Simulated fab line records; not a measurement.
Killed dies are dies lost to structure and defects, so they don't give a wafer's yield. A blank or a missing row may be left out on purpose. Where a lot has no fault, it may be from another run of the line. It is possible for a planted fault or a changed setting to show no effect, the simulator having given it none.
Which tool was responsible?    flow nand harc    12 lots with 36 wafers sampled at 5 steps, on a route of 1302 steps

## WHAT THE GAUGES SHOWED, per wafer
NHARC_P_M1_CD_MEAS_09 targets a cd of 130 nm.
lot   measured      on         cd nm (nm)
L110  day 6 16:59   cd sem-03  130.1 129.7 130.1
L111  day 6 22:50   cd sem-03  130.4 131.2 130.5
L113  day 7 23:47   cd sem-01  129.0 129.8 129.2
L115  day 8 20:45   cd sem-02  128.6 129.9 130.3
L116  day 8 22:04   cd sem-01  128.7 129.4 128.7
L118  day 9 22:23   cd sem-01  130.3 129.5 130.1
L122  day 12 07:49  cd sem-02  119.9 120.9 120.5
L124  day 12 08:41  cd sem-02  121.7 120.9 120.8
L128  day 13 22:55  cd sem-03  129.2 128.7 129.1
L130  day 14 23:41  cd sem-01  129.8 129.7 129.8
L131  day 15 04:54  cd sem-03  129.3 129.5 129.4
L132  day 15 20:57  cd sem-02  129.6 129.6 130.0

## WHICH TOOL RAN EACH LOT (tool, then ch and the chambers of the sampled wafers, then the start)
lot   NHARC_P_M0_ETCH_34                  NHARC_P_M0_PRE_CLEAN_29                  NHARC_P_M0_CMP_23              NHARC_P_M1_PEB_07
L110  rie diel-13 ch 0,1,3, day 6 13:03   pvd sputter-03, day 6 15:01 or earlier   cmp-04 ch 0,2,3, day 6 15:01   litho track-01 ch 0, day 6 16:54
L111  rie diel-13 ch 0,2,3, day 6 19:11   pvd sputter-01, day 6 21:05 or earlier   cmp-02 ch 0,2, day 6 21:05     litho track-06 ch 0, day 6 22:45
L113  rie diel-11 ch 0,1,2, day 7 19:56   pvd sputter-01, day 7 21:57 or earlier   cmp-02 ch 0,1,2, day 7 21:57   litho track-06 ch 0, day 7 23:43
L115  rie diel-11 ch 2,3, day 8 17:04     pvd sputter-03, day 8 19:04 or earlier   cmp-01 ch 0,1,2, day 8 19:04   litho track-06 ch 0, day 8 20:40
L116  rie diel-11 ch 0,1,2, day 8 17:51   pvd sputter-01, day 8 20:16 or earlier   cmp-02 ch 0,2,3, day 8 20:16   litho track-01 ch 0, day 8 21:59
L118  rie diel-04 ch 0,2, day 9 18:35     pvd sputter-01, day 9 20:33 or earlier   cmp-02 ch 0,1,2, day 9 20:33   litho track-04 ch 0, day 9 22:18
L122  rie diel-11 ch 0,2,3, day 12 04:05  pvd sputter-01, day 12 05:58 or earlier  cmp-02 ch 0,1, day 12 05:58    litho track-01 ch 0, day 12 07:44
L124  rie diel-11 ch 0,1,3, day 12 04:55  pvd sputter-03, day 12 06:49 or earlier  cmp-04 ch 0,2,3, day 12 06:49  litho track-01 ch 0, day 12 08:36
L128  rie diel-11 ch 0,3, day 13 19:14    pvd sputter-02, day 13 21:08 or earlier  cmp-02 ch 0,1,3, day 13 21:08  litho track-04 ch 0, day 13 22:50
L130  rie diel-04 ch 0,1,2, day 14 19:52  pvd sputter-03, day 14 21:52 or earlier  cmp-01 ch 1,2,3, day 14 21:52  litho track-06 ch 0, day 14 23:37
L131  rie diel-04 ch 0,2,3, day 15 00:55  pvd sputter-02, day 15 03:02 or earlier  cmp-04 ch 1,2,3, day 15 03:02  litho track-01 ch 0, day 15 04:49
L132  rie diel-13 ch 0,1,3, day 15 17:08  pvd sputter-01, day 15 19:07 or earlier  cmp-01 ch 1,2,3, day 15 19:07  litho track-01 ch 0, day 15 20:52
- NHARC_P_M0_ETCH_34: etches the open film in N2/H2, target depth 40 nm, overetch 12 nm, time 43.94 s.
- NHARC_P_M0_PRE_CLEAN_29: time 30 s.
- NHARC_P_M0_CMP_23: polishes, t overpolish 20 s, target thk 117.54 nm.
- NHARC_P_M1_PEB_07: peb time 65 s.

## AS READ BY THE TOOLS THEMSELVES (means over the sampled wafers that have a number; for cases with no such wafer, the mark the record gives instead)
NHARC_P_M0_ETCH_34.
lot   tool         drypump motor current A (A)  oes product au (a.u.)  rf vpp V (V)  showerhead plenum p Torr (Torr)  throttle valve pct (%)
L110  rie diel-13  5.5                          0.994                  430.2         1.98                             14.169
L111  rie diel-13  5.8                          0.991                  428.3         1.97                             14.169
L113  rie diel-11  5.9                          1.007                  432.0         2.08                             14.180
L115  rie diel-11  5.9                          1.005                  427.4         1.92                             14.175
L116  rie diel-11  5.9                          1.008                  432.0         2.08                             14.178
L118  rie diel-04  5.6                          1.007                  429.7         2.02                             14.165
L122  rie diel-11  5.8                          1.009                  432.8         2.13                             14.169
L124  rie diel-11  6.2                          1.002                  434.4         2.15                             14.175
L128  rie diel-11  6.1                          1.004                  435.1         2.20                             14.170
L130  rie diel-04  5.4                          1.005                  428.9         1.98                             14.176
L131  rie diel-04  5.6                          1.010                  430.0         2.02                             14.171
L132  rie diel-13  5.5                          0.998                  431.5         2.07                             14.169

NHARC_P_M0_PRE_CLEAN_29.
lot   tool            heater power w (W)
L110  pvd sputter-03  385
L111  pvd sputter-01  466
L113  pvd sputter-01  464
L115  pvd sputter-03  399
L116  pvd sputter-01  499
L118  pvd sputter-01  488
L122  pvd sputter-01  477
L124  pvd sputter-03  381
L128  pvd sputter-02  396
L130  pvd sputter-03  396
L131  pvd sputter-02  389
L132  pvd sputter-01  470

NHARC_P_M0_CMP_23.
lot   tool    motor current A (A)  time to endpoint s (s)
L110  cmp-04  12.9                 27.2
L111  cmp-02  13.5                 26.4
L113  cmp-02  12.7                 30.3
L115  cmp-01  12.6                 29.0
L116  cmp-02  12.4                 30.1
L118  cmp-02  13.1                 30.7
L122  cmp-02  13.5                 30.6
L124  cmp-04  12.9                 30.5
L128  cmp-02  11.9                 32.6
L130  cmp-01  12.0                 30.5
L131  cmp-04  12.4                 28.5
L132  cmp-01  11.6                 31.0

NHARC_P_M1_PEB_07.
lot   tool            heater power total W (W)  plate temp C (C)
L110  litho track-01  156.4                     100.01
L111  litho track-06  156.3                     99.90
L113  litho track-06  156.6                     99.96
L115  litho track-06  156.8                     99.96
L116  litho track-01  156.6                     100.14
L118  litho track-04  156.5                     99.88
L122  litho track-01  177.8                     -
L124  litho track-01  178.2                     -
L128  litho track-04  156.6                     100.07
L130  litho track-06  156.6                     99.98
L131  litho track-01  156.7                     100.02
L132  litho track-01  156.8                     99.97

## THE ANSWER, worked out from the rows above alone
Rule: the lots themselves supply what counts as usual. The widest of any qualifying gaps counts: lots, ordered by their means at a reading, are off when they make up no more than a third of the lots, leave a main group of 4 or more, and stand apart from it by 3 or more times the standard deviation of that group's means. A main group whose means are all the same, to the digits that the tables above print for the reading, isn't used. A lot without any number at a reading at which 4 lots or more have one is off too. The other lots that the step has rows for count as sound. After the gauges, taken in route order, come the tools' own readings; for these a lot's mean is taken, as printed above. The first step at which some lot is off is used, and at that step the reading that is off furthest; a lot without a number counts as furthest.
Off: L122, L124, at NHARC_P_M1_CD_MEAS_09 (cd nm). For the main group the mean is 129.6 nm and the standard deviation 0.49.
If a tool, at a process step before that reading, ran all the lots that are off and no sound lot after the first of them, it fits. The gauges at NHARC_P_M1_CD_MEAS_09 aren't tried: what is off there is off at NHARC_P_M1_PEB_07 too, on other tools, and a gauge's error can't cause that. Because NHARC_P_M0_PRE_CLEAN_29 lacks a start for some lots, the hours and order of its lots are taken from NHARC_P_M0_CMP_23. None of those tried fits.

## WHAT HAD BEEN PUT IN BY THE SIMULATOR
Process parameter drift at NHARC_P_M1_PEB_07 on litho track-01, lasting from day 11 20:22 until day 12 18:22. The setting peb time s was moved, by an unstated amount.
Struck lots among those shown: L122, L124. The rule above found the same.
